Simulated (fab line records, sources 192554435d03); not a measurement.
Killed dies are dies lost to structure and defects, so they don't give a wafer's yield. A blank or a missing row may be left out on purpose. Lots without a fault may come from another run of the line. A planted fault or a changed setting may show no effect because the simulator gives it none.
Split-lot experiment | flow n5_finfet | 7 lots, 21 wafers read, on a route of 1938 steps

THE SPLIT
At N5_WELL_APT_EXPOSE_05 (exposes mask NWELL, defocus 0 nm, target cd 200 nm), the setting dose_mj was moved away from the recipe's 20.3 on 9 of the 21 wafers read, by -7.4% to +6.6%. The other wafers ran this setting at the recipe's value.

FROM THE SPLIT TO THE READING: what the file shows between them, 3 steps
- N5_WELL_APT_PEB_06: peb time 90 s
- N5_WELL_APT_DEVELOP_07: develop time 45 s
- N5_WELL_APT_HARDBAKE_12: time 120 s

THE READING
cd_nm, in nm, at N5_WELL_APT_CD_MEAS_08 (target cd 200 nm). Fault-free wafers of this fab line usually give 199.8 nm, standard deviation 1.2 nm.

wafer  | tool, chamber at the split | dose_mj as run | against the recipe | cd_nm, nm | against lot-mates on the recipe
L074.1 | krf_scanner-02, 0          | 21.04          | +3.6%              | 206.3     | +5.9
L074.2 | krf_scanner-02, 0          | 20.3           | recipe             | 200.4     | -
L074.4 | krf_scanner-02, 0          | 21.04          | +3.6%              | 205.3     | +4.9
L081.3 | krf_scanner-01, 0          | 18.8           | -7.4%              | 186.2     | -11.3
L081.4 | krf_scanner-01, 0          | 18.8           | -7.4%              | 187.6     | -9.9
L081.6 | krf_scanner-01, 0          | 20.3           | recipe             | 197.5     | -
L083.1 | krf_scanner-02, 0          | 20.3           | recipe             | 200.2     | -
L083.5 | krf_scanner-02, 0          | 21.64          | +6.6%              | 212.1     | +11.9
L083.6 | krf_scanner-02, 0          | 21.64          | +6.6%              | 212.0     | +11.8
L091.3 | krf_scanner-02, 0          | 20.3           | recipe             | 200.0     | -
L091.4 | krf_scanner-02, 0          | 20.3           | recipe             | 199.8     | -
L091.5 | krf_scanner-02, 0          | 21.17          | +4.3%              | 207.7     | +7.8
L092.1 | krf_scanner-02, 0          | 20.3           | recipe             | 198.9     | -
L092.3 | krf_scanner-02, 0          | 19.69          | -3.0%              | 194.1     | -4.7
L092.4 | krf_scanner-02, 0          | 20.3           | recipe             | 198.7     | -
L095.1 | krf_scanner-01, 0          | 20.3           | recipe             | 198.0     | -
L095.3 | krf_scanner-01, 0          | 20.97          | +3.3%              | 204.7     | +5.9
L095.5 | krf_scanner-01, 0          | 20.3           | recipe             | 199.5     | -
L097.1 | krf_scanner-01, 0          | 20.3           | recipe             | 198.6     | -
L097.2 | krf_scanner-01, 0          | 20.3           | recipe             | 198.3     | -
L097.3 | krf_scanner-01, 0          | 20.3           | recipe             | 199.4     | -

THE FIT
A straight line over all 21 wafers: cd_nm changes by +1.79 nm for each +1% of dose_mj; r = +0.99; the points scatter about the line by 0.89 nm.
The same after taking each lot's own level away (the mean of its wafers on the recipe; 21 wafers): +1.6 nm for each +1%; r = +0.99; scatter 0.71 nm.
On that fit, the largest move of dose_mj shifts the reading by 12 nm.
The lots' own levels span 197.50 to 200.40 nm, that is 2.4 times the standard deviation above.
So the lot-to-lot level changes the slope: the two fits differ.
Check: with one of the wafers moved furthest among these (-7.4%) left out of the fit, the line predicts -11.6 nm for it against its lot-mates. It came out at -11.3 nm against them.

THE WHOLE CHAIN: every reading that the file lists as answering this split, in the file's order
step                   | what it does             | reading                                                         | change (the file's fit)              | r (the file's)
N5_WELL_APT_CD_MEAS_08 | target cd 200 nm         | cd_nm                                                           | +1.63 nm for each +1% of the setting | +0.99
N5_WELL_APT_DESCUM_13  | chemistry O2, time 7.9 s | WELL_APT.cd_nm (the simulator's own value, which no gauge read) | +1.62 nm for each +1% of the setting | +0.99

THE FILE'S OWN FIT
cd_nm changes by +1.63 nm for each +1% of dose_mj, r = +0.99.
